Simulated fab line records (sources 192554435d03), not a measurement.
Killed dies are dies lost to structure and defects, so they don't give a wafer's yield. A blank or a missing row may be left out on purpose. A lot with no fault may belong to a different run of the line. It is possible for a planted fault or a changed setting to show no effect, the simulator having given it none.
fab line records	flow n5Finfet
record: lots: 7	wafers: 21
route steps=1938 shown BEOL_M0@721 BEOL_M1@792 BEOL_M2@857 BEOL_M3@963 BEOL_M4@1037
startH: hours from the record's opening day to when the first of the lot's shown wafers began	waitH: hours from the lot's prior step to this one	" as in the row above	L1.1+2: one row covering several wafers at once	- no value, or no start was given	* or withheld: withheld	< > ~ a bound
route shown NAME@n: names a module that has steps shown in the file, with the first one's number in the route	usual: average and standard deviation across the fault-free wafers	same: alike in all rows	chamber/n: place in a boat	sites: per-site readings	_std_site: the standard deviation of these	_edge_site: mean of outer sites minus mean of inner sites	radiusMm: how far each site lies from the wafer's centre	mask NAME#n: copy n	behind: the last tool/chamber to shape the wafer	hold: why the lot went on hold/how many hours it stayed there/how the hold came to an end	device: which transistor (n, p or np) failed to switch	end of line: the route-end tests of the same wafers	a step given without rows: its recipe and nothing more	killed: dies lost to structure and defects at the first sort, not the wafer's yield	map: dies across one wafer; x = killed, . = not, _ = none there
set.NAME: the setting that was run; set.NAME@STEP: the one run at that earlier step	model.NAME: the simulator's own value behind a step, which no gauge read
lots run with intentionally changed settings; tables by step, rows by wafer
== steps ==
step: N5_BEOL_M0_TRENCH_ETCH_107
recipe: chemistry: C4F6/O2	targetDepthA: 328	target: SiOC	timeS: 16.4	ionEnergyEv: 250	pressureMtorr: 30	sourceW: 355	biasW: 185	Ar_flow_sccm: 300	C4F6_flow_sccm: 10	O2_flow_sccm: 10
lot.wafer	tool	chamber	startH	waitH	set.targetDepthA	model.BEOL_M0.featureDepthNm
L074.1	rieDiel-05	3	126.92	0.0	328	31.6
L074.2	"	0	"	"	297.1	29.4
L074.4	"	2	"	"	328	32.6
L077.1+5	rieDiel-06	0	141.02	0.0	328	32.6
L077.6	"	3	"	"	316.7	31.6
L079.1	rieDiel-05	1	154.04	0.0	328	32.6
L079.2	"	3	"	"	328	32.2
L079.3	"	2	"	"	363.7	36.4
L080.1	rieDiel-05	0	161.23	0.0	328	32.8
L080.4	"	1	"	"	328	32.4
L080.6	"	0	"	"	328	32.6
L084.2	rieDiel-06	1	179.48	0.0	328	33.6
L084.3	"	0	"	"	288.2	29.6
L084.6	"	0	"	"	288.2	29.2
L090.2	rieDiel-04	2	225.35	0.0	301.3	29.6
L090.4	"	1	"	"	301.3	31
L090.5	"	1	"	"	328	34
L092.1+3	rieDiel-05	3,0	228.71	0.0	313.3	31.2
L092.2	"	1	"	"	328	32.4
step: N5_BEOL_M0_STRIP_142
recipe: chemistry: N2/H2	timeS: 10	powerW: 450	tempC: 40	pressureMtorr: 20	rfFrequencyHz: 6e+07	biasPowerW: 7	n2FlowSccm: 200	h2FlowSccm: 200
step: N5_BEOL_M0_OCD_MEAS_108
usual: trenchDepthNm: 32.9/0.71
lot.wafer	tool	chamber	startH	waitH	set.targetDepthA@BEOL_M0_TRENCH_ETCH_107	trenchDepthNm
L074.1	ocd-01	-	127.02	0.1	328	31.6
L074.2	"	-	"	"	297.1	29.2
L074.4	"	-	"	"	328	32.9
L077.1	ocd-01	-	141.13	0.1	328	32.8
L077.5	"	-	"	"	328	32.4
L077.6	"	-	"	"	316.7	31.8
L079.1	ocd-02	-	154.14	0.1	328	32.8
L079.2	"	-	"	"	328	32.1
L079.3	"	-	"	"	363.7	36.5
L080.1	ocd-01	-	161.34	0.1	328	33.2
L080.4	"	-	"	"	328	32.0
L080.6	"	-	"	"	328	32.6
L084.2	ocd-02	-	179.59	0.1	328	33.9
L084.3	"	-	"	"	288.2	29.2
L084.6	"	-	"	"	288.2	29.2
L090.2	ocd-02	-	225.45	0.1	301.3	29.1
L090.4	"	-	"	"	301.3	31.0
L090.5	"	-	"	"	328	34.0
L092.1	ocd-02	-	228.81	0.1	313.3	30.9
L092.2	"	-	"	"	328	32.1
L092.3	"	-	"	"	313.3	31.7
step: N5_BEOL_M0_ETCH_109
recipe: chemistry: CH3F/O2	targetDepthA: 80	overetchA: 24	target: SiCN	timeS: 27.4	ionEnergyEv: 120	pressureMtorr: 30	sourceW: 395	biasW: 75	Ar_flow_sccm: 150	CH3F_flow_sccm: 30	O2_flow_sccm: 20
usual: rfVppV: 297.8/1.7
lot.wafer	tool	chamber	startH	waitH	set.biasW	rfVppV
L074.1	rieDiel-04	1	127.16	0.1	75	298.5
L074.2	"	2	"	"	75	295.1
L074.4	"	3	"	"	75	299.3
L077.1	rieDiel-05	2	141.24	0.0	75	297.7
L077.5	"	1	"	"	75	299.5
L077.6	"	0	"	"	75	296.9
L079.1	rieDiel-05	2	154.66	0.4	86.34	324.6
L079.2	"	1	"	"	75	298.4
L079.3	"	0	"	"	86.34	324.6
L080.1	rieDiel-06	1	161.57	0.1	75	295.8
L080.4	"	0	"	"	75	299.0
L080.6	"	3	"	"	75	299.5
L084.2	rieDiel-06	2	179.70	0.0	67.15	279.7
L084.3	"	1	"	"	67.15	274.9
L084.6	"	0	"	"	75	300.9
L090.2	rieDiel-04	3	225.56	0.0	85.01	323.7
L090.4	"	2	"	"	75	294.6
L090.5	"	0	"	"	85.01	321.9
L092.1	rieDiel-05	0	228.93	0.0	75	296.3
L092.2	"	2	"	"	75	298.5
L092.3	"	3	"	"	64.29	269.4
step: N5_BEOL_M1_ALD_98
recipe: material: SiO2	targetThkA: 25	tempC: 100	aldPrecursorFamily: BDEAS	aldCoReactant: O2-plasma	pulseTimeS: 1	coReactantPulseTimeS: 1	purgeTimeS: 2	coReactantPurgeTimeS: 2	aldCycles: 17	pressureTorr: 2
lot.wafer	tool	chamber	startH	waitH	set.aldCycles	model.SiO2_of_BEOL_M1_ALD_98.thkNm
L074.1	aldSin-01	2	134.29	0.2	19	2.8
L074.2+4	"	1,3	"	"	17	2.6
L077.1+5	aldSin-04	1,3	147.88	0.1	15	2.2
L077.6	"	2	"	"	17	2.6
L079.1+2+3	aldSin-04	3,1,2	163.02	0.1	17	2.6
L080.1+4+6	aldSin-04	2,1,0	169.29	0.1	17	2.4
L084.2+3+6	aldSin-01	1,3,3	189.07	0.1	17	2.6
L090.2+4+5	aldSin-02	1,2,0	234.65	0.1	17	2.6
L092.1	aldSin-04	2	238.53	0.2	19	2.8
L092.2+3	"	0,1	"	"	17	2.4
step: N5_BEOL_M1_TRENCH_ETCH_37
recipe: chemistry: C4F6/O2	targetDepthA: 552.07	target: SiOC	timeS: 29	ionEnergyEv: 250	pressureMtorr: 30	sourceW: 355	biasW: 185	Ar_flow_sccm: 300	C4F6_flow_sccm: 10	O2_flow_sccm: 10
usual: rfVppV: 667/11
lot.wafer	tool	chamber	startH	waitH	set.biasW	rfVppV
L074.1	rieDiel-01	3	-	-	185	673
L074.2	"	0	"	"	185	663
L074.4	"	1	"	"	169.4	623
L077.1	rieDiel-01	3	-	-	193.7	696
L077.5	"	3	"	"	193.7	697
L077.6	"	2	"	"	193.7	688
L079.1	rieDiel-03	0	-	-	185	673
L079.2	"	2	"	"	185	662
L079.3	"	3	"	"	185	656
L080.1	rieDiel-03	0	-	-	185	675
L080.4	"	0	"	"	185	673
L080.6	"	3	"	"	185	655
L084.2	rieDiel-03	1	-	-	185	688
L084.3	"	0	"	"	176.1	647
L084.6	"	2	"	"	185	661
L090.2	rieDiel-01	3	-	-	185	671
L090.4	"	1	"	"	185	666
L090.5	"	1	"	"	185	668
L092.1	rieDiel-01	1	-	-	185	666
L092.2	"	3	"	"	185	672
L092.3	"	2	"	"	167.2	614
step: N5_BEOL_M2_DESCUM_16
recipe: chemistry: O2	timeS: 7	sourcePowerW: 50	biasPowerW: 20	pressureMtorr: 20	rfFrequencyHz: 2.712e+07	tempC: 40	resist: CAR-EUV	o2FlowSccm: 225
lot.wafer	tool	chamber	startH	waitH	set.timeS	model.CAR-EUV_of_BEOL_M2_COAT_05.thkNm
L074.1+2+4	rieDiel-05	2,0,3	142.57	0.2	7	26
L077.1+6	rieDiel-04	0	162.11	0.0	7.887	25.6
L077.5	"	1	"	"	7	26.2
L079.1	rieDiel-04	0	177.08	0.0	8.352	25.6
L079.2+3	"	1,3	"	"	8.352	25.4
L080.1+4+6	rieDiel-06	0,1,0	186.93	0.0	7	26.2
L084.2	rieDiel-05	2	197.13	0.0	7.922	25.6
L084.3	"	0	"	"	7.922	25.8
L084.6	"	2	"	"	7	26.2
L090.2+5	rieDiel-06	2,3	248.25	0.0	6.431	26.4
L090.4	"	0	"	"	7	26
L092.1	rieDiel-05	3	250.48	0.1	5.486	26.8
L092.2	"	2	"	"	7	26.2
L092.3	"	1	"	"	7	26
step: N5_BEOL_M2_TRENCH_ETCH_37
recipe: chemistry: C4F6/O2	targetDepthA: 555.55	target: SiOC	timeS: 29.2	ionEnergyEv: 250	pressureMtorr: 30	sourceW: 355	biasW: 185	Ar_flow_sccm: 300	C4F6_flow_sccm: 10	O2_flow_sccm: 10
lot.wafer	tool	chamber	startH	waitH	set.timeS	model.etch.depthNm	model.BEOL_M2.featureDepthNm
L074.1	rieDiel-06	3	-	-	29.2	56.72	56.8
L074.2	"	1	"	"	29.2	56.89	56.8
L074.4	"	0	"	"	26.49	51.11	51.2
L077.1	rieDiel-05	2	-	-	29.2	54.81	54.8
L077.5	"	3	"	"	31.77	58.71	58.8
L077.6	"	2	"	"	31.77	60.17	60.2
L079.1	rieDiel-04	0	-	-	29.2	53.82	53.8
L079.2	"	3	"	"	29.2	57.16	57.2
L079.3	"	2	"	"	29.2	55.5	55.6
L080.1	rieDiel-05	0	-	-	29.2	54.98	55
L080.4	"	1	"	"	29.2	54.83	54.8
L080.6	"	2	"	"	29.2	54.54	54.6
L084.2	rieDiel-06	0	-	-	29.2	55.81	55.8
L084.3	"	1	"	"	23.15	45	45
L084.6	"	3	"	"	29.2	56.43	56.4
L090.2	rieDiel-04	3	-	-	29.2	57.31	57.4
L090.4	"	3	"	"	29.2	57.42	57.4
L090.5	"	1	"	"	29.2	56.52	56.6
L092.1	rieDiel-04	2	-	-	29.2	54.65	54.6
L092.2	"	1	"	"	29.2	56.74	56.8
L092.3	"	3	"	"	29.2	57.36	57.4
step: N5_BEOL_M2_ETCH_41
recipe: chemistry: CH3F/O2	target: SiCN	targetDepthA: 299	taperDeg: 2	timeS: 52.5	ionEnergyEv: 120	maskMaterial: TiN	pressureMtorr: 30	sourceW: 395	biasW: 75	Ar_flow_sccm: 150	CH3F_flow_sccm: 30	O2_flow_sccm: 20
step: N5_BEOL_M2_STRIP_97
recipe: chemistry: N2/H2	timeS: 10	powerW: 450	tempC: 40	pressureMtorr: 20	rfFrequencyHz: 6e+07	biasPowerW: 7	n2FlowSccm: 200	h2FlowSccm: 200
step: N5_BEOL_M2_OCD_MEAS_38
usual: trenchDepthNm: 55.6/1.1
lot.wafer	tool	chamber	startH	waitH	set.timeS@BEOL_M2_TRENCH_ETCH_37	trenchDepthNm
L074.1	ocd-01	-	153.79	-	29.2	56.6
L074.2	"	-	"	"	29.2	57.2
L074.4	"	-	"	"	26.49	51.1
L077.1	ocd-01	-	166.61	-	29.2	54.9
L077.5	"	-	"	"	31.77	58.6
L077.6	"	-	"	"	31.77	60.1
L079.1	ocd-01	-	182.39	-	29.2	54.1
L079.2	"	-	"	"	29.2	57.1
L079.3	"	-	"	"	29.2	55.4
L080.1	ocd-01	-	188.76	-	29.2	54.8
L080.4	"	-	"	"	29.2	54.7
L080.6	"	-	"	"	29.2	54.6
L084.2	ocd-01	-	202.31	-	29.2	55.8
L084.3	"	-	"	"	23.15	45.1
L084.6	"	-	"	"	29.2	56.6
L090.2	ocd-01	-	250.68	-	29.2	57.0
L090.4	"	-	"	"	29.2	57.4
L090.5	"	-	"	"	29.2	56.7
L092.1	ocd-01	-	253.28	-	29.2	54.3
L092.2	"	-	"	"	29.2	56.4
L092.3	"	-	"	"	29.2	57.6
step: N5_BEOL_M2_SURFACE_TREAT_85
recipe: gas: Ar	timeS: *	ionEnergyEv: *	ionCurrentMaCm2: 0.5	pressureMtorr: *	arFlowSccm: 30
lot.wafer	tool	chamber	startH	waitH	set.timeS
L074.1+2	pvdSputter-03	-	154.94	0.2	*
L074.4	"	-	"	"	*
L077.1+6	pvdSputter-01	-	168.33	0.8	*
L077.5	"	-	"	"	*
L079.1	pvdSputter-02	-	183.36	0.1	*
L079.2+3	"	-	"	"	*
L080.1+4+6	pvdSputter-03	-	189.28	0.1	*
L084.2+3+6	pvdSputter-02	-	203.32	0.1	*
L090.2+4	pvdSputter-02	-	251.20	0.1	*
L090.5	"	-	"	"	*
L092.1+3	pvdSputter-03	-	254.50	0.4	*
L092.2	"	-	"	"	*
step: N5_BEOL_M2_CVD_47
recipe: material: Co	targetThkA: 30	tempC: withheld	precursor: CCTBA/H2	pressureTorr: 30	timeS: 223.8
step: N5_BEOL_M2_SPUTTER_48
recipe: material: Cu	targetThkA: 45	tempC: -20	chamberPressurePa: 0.07	powerW: withheld	timeS: 8.29
step: N5_BEOL_M2_ECD_50
recipe: material: Cu	targetThkA: 3000
step: N5_BEOL_M2_ANNEAL_51
recipe: tempC: 225	timeS: 90	ambient: N2
step: N5_BEOL_M2_CMP_52
recipe: stopOn: SiOC	tOverpolishS: 6.8	downForcePsi: 1	platenRpm: 50	clearingPlatenDownForcePsi: 1.5	clearingPlatenRpm: 50	postCmpClean: cuAlkaline	targetThkNm: 40	clearingPlatenPadVelocityMS: 0.99484	padVelocityMS: 0.99484
lot.wafer	tool	chamber	startH	waitH	set.timeS@BEOL_M2_TRENCH_ETCH_37	model.Cu_of_BEOL_M2_ECD_50.thkNm
L074.1	cmp-01	2	157.59	0.3	29.2	40.8
L074.4	"	0	"	"	26.49	35
L074.2	"	1	"	"	29.2	41.8
L077.1	cmp-02	0	171.20	0.3	29.2	40.2
L077.6	"	0	"	"	31.77	45.6
L077.5	"	1	"	"	31.77	44.4
L079.2+3	cmp-01	2,3	188.69	0.2	29.2	40.6
L079.1	"	0	"	"	29.2	37.8
L080.4	cmp-04	0	193.66	0.1	29.2	40.2
L080.1	"	2	"	"	29.2	38.2
L080.6	"	0	"	"	29.2	38.8
L084.2	cmp-02	1	207.37	0.2	29.2	40.6
L084.3	"	3	"	"	23.15	30.8
L084.6	"	0	"	"	29.2	43.8
L090.4	cmp-01	2	254.66	0.1	29.2	42.2
L090.2	"	0	"	"	29.2	41.4
L090.5	"	2	"	"	29.2	38.6
L092.2	cmp-02	2	257.05	0.2	29.2	40.4
L092.1	"	3	"	"	29.2	40
L092.3	"	0	"	"	29.2	42.4
step: N5_BEOL_M2_THK_MEAS_53
recipe: thkMeasGauge: xrf	reads: Cu_of_BEOL_M2_ECD_50
usual: M2_THK: 39.7/1.6
lot.wafer	tool	chamber	startH	waitH	set.timeS@BEOL_M2_TRENCH_ETCH_37	M2_THK[nm]
L074.1	filmMetro-02	-	157.89	-	29.2	41.1
L074.2	"	-	"	"	29.2	42.0
L074.4	"	-	"	"	26.49	34.9
L077.1	filmMetro-02	-	171.49	-	29.2	39.8
L077.5	"	-	"	"	31.77	44.2
L077.6	"	-	"	"	31.77	45.3
L079.1	filmMetro-02	-	188.94	-	29.2	37.8
L079.2	"	-	"	"	29.2	40.6
L079.3	"	-	"	"	29.2	40.8
L080.1	filmMetro-01	-	193.96	-	29.2	37.6
L080.4	"	-	"	"	29.2	39.8
L080.6	"	-	"	"	29.2	38.6
L084.2	filmMetro-02	-	207.63	-	29.2	40.5
L084.3	"	-	"	"	23.15	30.5
L084.6	"	-	"	"	29.2	43.4
L090.2	filmMetro-02	-	254.95	-	29.2	41.1
L090.4	"	-	"	"	29.2	41.8
L090.5	"	-	"	"	29.2	38.1
L092.1	filmMetro-01	-	257.31	-	29.2	39.4
L092.2	"	-	"	"	29.2	40.0
L092.3	"	-	"	"	29.2	41.9
step: N5_BEOL_M2_PRE_CLEAN_60
recipe: gas: NH3/H2	timeS: 15	tempC: *	rfPowerW: 300
step: N5_BEOL_M2_CO_CAP_55
recipe: material: Co	targetThkA: 20	tempC: 200	precursor: CCTBA/H2	pressureTorr: 30	timeS: 102.1
step: N5_BEOL_M2_PRE_CLEAN_56
recipe: gas: NH3	timeS: 15	tempC: withheld	rfPowerW: 300
step: N5_BEOL_M2_DEP_57
recipe: material: SiCN	targetThkA: 80	tempC: withheld	precursor: 3MS/NH3	pressureTorr: 3	rfW: 202	timeS: 14
step: N5_BEOL_M2_RS_MEAS_58
recipe: thkMeasGauge: four-point-probe	reads: Co_of_BEOL_M2_CO_CAP_55+Cu_of_BEOL_M2_ECD_50+Co_of_BEOL_M2_CVD_47+TaN_of_BEOL_M2_ALD_84
usual: M2_RS: 0.67/0.033
lot.wafer	tool	chamber	startH	waitH	set.timeS@BEOL_M2_TRENCH_ETCH_37	M2_RS[ohm/sq]
L074.1	filmMetro-02	-	158.17	0.0	29.2	0.65
L074.2	"	-	"	"	29.2	0.63
L074.4	"	-	"	"	26.49	0.79
L077.1	filmMetro-01	-	171.78	0.1	29.2	0.66
L077.5	"	-	"	"	31.77	0.58
L077.6	"	-	"	"	31.77	0.56
L079.1	filmMetro-02	-	189.20	0.0	29.2	0.72
L079.2	"	-	"	"	29.2	0.66
L079.3	"	-	"	"	29.2	0.66
L080.1	filmMetro-01	-	194.25	0.1	29.2	0.71
L080.4	"	-	"	"	29.2	0.66
L080.6	"	-	"	"	29.2	0.69
L084.2	filmMetro-01	-	207.89	0.1	29.2	0.66
L084.3	"	-	"	"	23.15	0.94
L084.6	"	-	"	"	29.2	0.59
L090.2	filmMetro-02	-	255.26	0.1	29.2	0.64
L090.4	"	-	"	"	29.2	0.62
L090.5	"	-	"	"	29.2	0.70
L092.1	filmMetro-02	-	257.57	0.0	29.2	0.67
L092.2	"	-	"	"	29.2	0.66
L092.3	"	-	"	"	29.2	0.62
step: N5_BEOL_M3_EXPOSE_25
recipe: maskId: V2	na: 0.33	sourceShape: quasar	sigmaInner: 0.2	sigmaOuter: 0.8	polarization: unpolarized	defocusNm: 5	doseMj: 63
lot.wafer	tool	chamber	startH	waitH	mask	set.doseMj
L074.1	euvScanner-01	0	159.74	-	V2#0	61.26
L074.2+4	"	0	"	"	V2#0	63
L077.1+5	euvScanner-01	0	173.84	-	V2#0	63
L077.6	"	0	"	"	V2#0	66.79
L079.1+2	euvScanner-02	0	190.67	-	V2#0	58.3
L079.3	"	0	"	"	V2#0	63
L080.1+4+6	euvScanner-01	0	196.21	-	V2#0	63
L084.2+6	euvScanner-02	0	211.88	-	V2#0	63
L084.3	"	0	"	"	V2#0	67.28
L090.2	euvScanner-02	0	257.30	-	V2#0	63
L090.4+5	"	0	"	"	V2#0	64.7
L092.1+2+3	euvScanner-02	0	263.45	-	V2#0	63
step: N5_BEOL_M3_PEB_26
recipe: pebTempC: 100	pebTimeS: 60	resist: CAR-EUV
step: N5_BEOL_M3_DEVELOP_27
recipe: developTimeS: 30	developer: TMAH	resist: CAR-EUV	rinseLiquid: surfactantRinse	dry: airSpin	devTempC: 23
step: N5_BEOL_M3_CD_MEAS_28
recipe: targetCdNm: 25.7	landingEnergyEv: 500	detector: seInlens	targetCdYNm: 23.3	polarity: opening
usual: cdNm: 25.63/0.22
lot.wafer	tool	chamber	startH	waitH	set.doseMj@BEOL_M3_EXPOSE_25	cdNm
L074.1	cdSem-02	0	159.89	-	61.26	25.35
L074.2	"	0	"	"	63	25.76
L074.4	"	0	"	"	63	25.69
L077.1	cdSem-03	0	173.98	-	63	25.63
L077.5	"	0	"	"	63	25.79
L077.6	"	0	"	"	66.79	26.46
L079.1	cdSem-03	0	190.82	-	58.3	24.54
L079.2	"	0	"	"	58.3	24.49
L079.3	"	0	"	"	63	25.40
L080.1	cdSem-03	0	196.36	-	63	25.42
L080.4	"	0	"	"	63	25.48
L080.6	"	0	"	"	63	25.20
L084.2	cdSem-02	0	212.02	-	63	25.48
L084.3	"	0	"	"	67.28	26.69
L084.6	"	0	"	"	63	25.58
L090.2	cdSem-03	0	257.44	-	63	25.43
L090.4	"	0	"	"	64.7	26.38
L090.5	"	0	"	"	64.7	26.46
L092.1	cdSem-01	0	263.59	-	63	25.76
L092.2	"	0	"	"	63	25.73
L092.3	"	0	"	"	63	25.53
step: N5_BEOL_M4_DESCUM_16
recipe: chemistry: O2	timeS: 7	sourcePowerW: 50	biasPowerW: 20	pressureMtorr: 20	rfFrequencyHz: 2.712e+07	tempC: 40	resist: CAR-EUV	o2FlowSccm: 225
lot.wafer	tool	chamber	startH	waitH	set.timeS
L074.1	rieDiel-04	1	171.70	0.1	6.585
L074.2+4	"	2,0	"	"	7
L077.1+5	rieDiel-05	1,2	188.75	0.0	7.644
L077.6	"	1	"	"	7
L079.1+2+3	rieDiel-06	0,2,3	202.83	0.0	7
L080.1+4+6	rieDiel-06	1,0,1	210.85	0.0	7
L084.2+6	rieDiel-04	3,1	226.78	0.0	7.567
L084.3	"	0	"	"	7
L092.1+2	rieDiel-06	3,1	284.98	0.2	7
L092.3	"	0	"	"	6.161
L090.2+4	rieDiel-06	2,0	286.14	0.2	8.564
L090.5	"	3	"	"	7
step: N5_BEOL_M4_ETCH_74
recipe: chemistry: N2/H2	target: underlayer	targetDepthA: 65	maskMaterial: CAR-EUV	timeS: 5.2	ionEnergyEv: 200	pressureMtorr: 30	sourceW: 840	biasW: 150	n2FlowSccm: 200	h2FlowSccm: 200	ends: cleared
lot.wafer	tool	chamber	startH	waitH	set.timeS@BEOL_M4_DESCUM_16	model.CAR-EUV_of_BEOL_M4_COAT_05.thkNm
L074.1	rieDiel-04	1	171.74	0.0	6.585	20.4
L074.2	"	2	"	"	7	20.2
L074.4	"	0	"	"	7	20.4
L077.1+5	rieDiel-05	1,2	188.78	0.0	7.644	20
L077.6	"	1	"	"	7	20.6
L079.1+3	rieDiel-06	0,3	202.86	0.0	7	20.2
L079.2	"	2	"	"	7	20.6
L080.1+4+6	rieDiel-06	1,0,1	210.88	0.0	7	20.4
L084.2+6	rieDiel-04	3,1	226.81	0.0	7.567	20.2
L084.3	"	0	"	"	7	20.6
L092.1	rieDiel-06	3	285.01	0.0	7	20.2
L092.2	"	1	"	"	7	20.4
L092.3	"	0	"	"	6.161	20.8
L090.2	rieDiel-06	2	286.18	0.0	8.564	19.8
L090.4	"	0	"	"	8.564	19.6
L090.5	"	3	"	"	7	20.4
step: N5_BEOL_M4_ETCH_63
recipe: chemistry: CF4	target: SiARC	targetDepthA: 156	maskMaterial: CAR-EUV	timeS: 26	ionEnergyEv: 80	pressureMtorr: 40	sourceW: 545	biasW: 36	Ar_flow_sccm: 100	cf4FlowSccm: 100	ends: cleared
lot.wafer	tool	chamber	startH	waitH	set.timeS@BEOL_M4_DESCUM_16	model.CAR-EUV_of_BEOL_M4_COAT_05.thkNm
L074.1	rieDiel-04	1	171.75	0.0	6.585	11.2
L074.2	"	2	"	"	7	11
L074.4	"	0	"	"	7	11.2
L077.1+5	rieDiel-05	1,2	188.80	0.0	7.644	10.8
L077.6	"	1	"	"	7	11.2
L079.1+3	rieDiel-06	0,3	202.88	0.0	7	11
L079.2	"	2	"	"	7	11.2
L080.1+4+6	rieDiel-06	1,0,1	210.90	0.0	7	11.2
L084.2	rieDiel-04	3	226.83	0.0	7.567	11
L084.3	"	0	"	"	7	11.4
L084.6	"	1	"	"	7.567	10.8
L092.1	rieDiel-06	3	285.03	0.0	7	11
L092.2	"	1	"	"	7	11.2
L092.3	"	0	"	"	6.161	11.6
L090.2	rieDiel-06	2	286.19	0.0	8.564	10.6
L090.4	"	0	"	"	8.564	10.4
L090.5	"	3	"	"	7	11.2
== key ==
split: step: N5_BEOL_M0_TRENCH_ETCH_107	setting: targetDepthA	stated: 328	by: wafer
response: step: N5_BEOL_M0_TRENCH_ETCH_107	reading: model.BEOL_M0.featureDepthNm	change: +0.351	per: 1%	r: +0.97
response: step: N5_BEOL_M0_OCD_MEAS_108	reading: trenchDepthNm	change: +0.373	per: 1%	r: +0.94
split: step: N5_BEOL_M0_ETCH_109	setting: biasW	stated: 75	by: wafer
response: step: N5_BEOL_M0_ETCH_109	reading: rfVppV	change: +1.97	per: 1%	r: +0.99
split: step: N5_BEOL_M1_ALD_98	setting: aldCycles	stated: 17	by: wafer
response: step: N5_BEOL_M1_ALD_98	reading: model.SiO2_of_BEOL_M1_ALD_98.thkNm	change: +0.0283	per: 1%	r: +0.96
split: step: N5_BEOL_M1_TRENCH_ETCH_37	setting: biasW	stated: 185	by: wafer
response: step: N5_BEOL_M1_TRENCH_ETCH_37	reading: rfVppV	change: +5.52	per: 1%	r: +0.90
split: step: N5_BEOL_M2_DESCUM_16	setting: timeS	stated: 7	by: wafer
response: step: N5_BEOL_M2_DESCUM_16	reading: model.CAR-EUV_of_BEOL_M2_COAT_05.thkNm	change: -0.0375	per: 1%	r: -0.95
split: step: N5_BEOL_M2_TRENCH_ETCH_37	setting: timeS	stated: 29.2	by: wafer
response: step: N5_BEOL_M2_TRENCH_ETCH_37	reading: model.etch.depthNm	change: +0.546	per: 1%	r: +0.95
response: step: N5_BEOL_M2_TRENCH_ETCH_37	reading: model.BEOL_M2.featureDepthNm	change: +0.545	per: 1%	r: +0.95
response: step: N5_BEOL_M2_OCD_MEAS_38	reading: trenchDepthNm	change: +0.547	per: 1%	r: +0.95
response: step: N5_BEOL_M2_CMP_52	reading: model.Cu_of_BEOL_M2_ECD_50.thkNm	change: +0.568	per: 1%	r: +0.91
response: step: N5_BEOL_M2_THK_MEAS_53	reading: M2_THK	change: +0.577	per: 1%	r: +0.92
response: step: N5_BEOL_M2_RS_MEAS_58	reading: M2_RS	change: -0.0146	per: 1%	r: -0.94
split: step: N5_BEOL_M2_SURFACE_TREAT_85	setting: timeS	stated: *	by: wafer
response none clear
split: step: N5_BEOL_M3_EXPOSE_25	setting: doseMj	stated: 63	by: wafer
response: step: N5_BEOL_M3_CD_MEAS_28	reading: cdNm	change: +0.149	per: 1%	r: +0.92
split: step: N5_BEOL_M4_DESCUM_16	setting: timeS	stated: 7	by: wafer
response: step: N5_BEOL_M4_ETCH_74	reading: model.CAR-EUV_of_BEOL_M4_COAT_05.thkNm	change: -0.0374	per: 1%	r: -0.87
response: step: N5_BEOL_M4_ETCH_63	reading: model.CAR-EUV_of_BEOL_M4_COAT_05.thkNm	change: -0.0362	per: 1%	r: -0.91
